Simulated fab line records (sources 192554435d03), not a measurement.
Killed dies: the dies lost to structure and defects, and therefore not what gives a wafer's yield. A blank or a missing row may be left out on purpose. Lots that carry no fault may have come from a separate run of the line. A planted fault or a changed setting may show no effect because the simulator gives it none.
Split-lot trial ; flow n5_finfet ; 21 wafers read from 7 lots, route of 1938 steps

THE SPLIT
At N5_FIN_SAQP_SPACER1_ALD_24 (deposits SiO2, target thk 20.3 nm, pulse time 1 s, purge time 2 s), the setting ald_cycles was moved away from the recipe's 218 on 7 of the 21 wafers read, by -10.1% to +16.1%. For the rest of the wafers, this setting stayed at what the recipe calls for.

FROM THE SPLIT TO THE READING: what the file shows between them, 2 steps
- N5_FIN_SAQP_SPACER1_ETCHBACK_25: etches SiO2 in CHF3/O2, target depth 24.4 nm, time 12.2 s
- N5_FIN_SAQP_MANDREL1_REMOVE_56: chemistry HBr/Cl2/O2, target a-Si, stops on SiNx, bt time 10 s

THE READING
cd_nm at N5_FIN_SAQP_CD_MEAS_27, given in nm (cd target 20 nm). On this fab line, fault-free wafers typically give 20.31 nm with a standard deviation of 0.22 nm.

wafer;tool, chamber at the split;ald_cycles as run;against the recipe;cd_nm, nm;against lot-mates on the recipe
L077.1;ald_sin-02, 0,1,1;218;recipe;20.46;-
L077.2;ald_sin-02, 0,1,1;218;recipe;20.36;-
L077.6;ald_sin-02, 0,1,1;218;recipe;20.78;-
L080.1;ald_sin-02, 2;218;recipe;20.48;-
L080.3;ald_sin-02, 1;231;+6.0%;21.68;+1.30
L080.4;ald_sin-02, 0;218;recipe;20.29;-
L081.1;ald_sin-01, 3,2;196;-10.1%;18.82;-1.40
L081.4;ald_sin-01, 3,2;196;-10.1%;18.20;-2.02
L081.6;ald_sin-01, 1;218;recipe;20.22;-
L086.1;ald_sin-01, 0,3;218;recipe;20.40;-
L086.3;ald_sin-01, 0,3;218;recipe;20.36;-
L086.5;ald_sin-01, 0;253;+16.1%;23.37;+2.99
L090.2;ald_sin-01, 3;249;+14.2%;23.10;+2.40
L090.3;ald_sin-01, 0;218;recipe;20.70;-
L090.5;ald_sin-01, 3;249;+14.2%;23.09;+2.39
L092.2;ald_sin-01, 3;218;recipe;20.34;-
L092.4;ald_sin-01, 1;251;+15.1%;23.33;+2.88
L092.6;ald_sin-01, 3;218;recipe;20.55;-
L096.1;ald_sin-01, 1,2,2;218;recipe;20.31;-
L096.2;ald_sin-01, 1,2,2;218;recipe;20.46;-
L096.6;ald_sin-01, 1,2,2;218;recipe;20.13;-
If several chambers appear in one row, that row covers several wafers at once and the file leaves open which wafer was in which chamber.

THE FIT
A straight line over all 21 wafers: cd_nm changes by +0.189 nm for each +1% of ald_cycles; r = +0.99; the points scatter about the line by 0.18 nm.
The same after taking each lot's own level away (the mean of its wafers on the recipe; 21 wafers): +0.178 nm for each +1%; r = +0.99; scatter 0.17 nm.
That fit puts the effect of the largest move of ald_cycles on the reading at 2.9 nm.
Across the lots, their own levels run from 20.220 to 20.700 nm, a range of 2.2 times the standard deviation given above.
The two slopes agree, so the slope changes little with the lot-to-lot level.
Check: for one of the wafers moved furthest among these (+16.1%), held out of the fit, the line's prediction against its lot-mates is +2.84 nm. It came out at +2.99 nm against them.

OTHER SPLITS APPLIED TO THESE WAFERS
These wafers also went through other splits before the reading. Each is held against what the fit with the lots' levels taken away leaves over:
other split on the same wafers;wafers away from the commonest value;r with cd_nm (lot level and that fit taken away)
N5_WELL_APT_PEB_06 peb_time_s;6;+0.27
N5_WELL_APT_DESCUM_13 time_s;5;+0.25
N5_PMOS_HMC_CHANNEL_EPI_PEB_07 peb_temp_c;8;-0.08
N5_PMOS_HMC_CHANNEL_EPI_DEVELOP_08 develop_time_s;4;-0.12

THE WHOLE CHAIN: every reading that the file lists as answering this split, in the file's order
step;what it does;reading;change (the file's fit);r (the file's)
N5_FIN_SAQP_SPACER1_ALD_24;deposits SiO2, target thk 20.3 nm, pulse time 1 s, purge time 2 s;SiO2_of_FIN_SAQP_SPACER1_ALD_24.thk_nm (the simulator's own value, which no gauge read);+0.205 nm for each +1% of the setting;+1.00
N5_FIN_SAQP_MANDREL1_REMOVE_56;chemistry HBr/Cl2/O2, target a-Si, stops on SiNx, bt time 10 s;FIN_SAQP.cd_nm (the simulator's own value, which no gauge read);+0.2 nm for each +1% of the setting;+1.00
N5_FIN_SAQP_CD_MEAS_27;target cd 20 nm;cd_nm;+0.182 nm for each +1% of the setting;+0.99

FILE'S OWN FIT
cd_nm changes by +0.182 nm for each +1% of ald_cycles, r = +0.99.
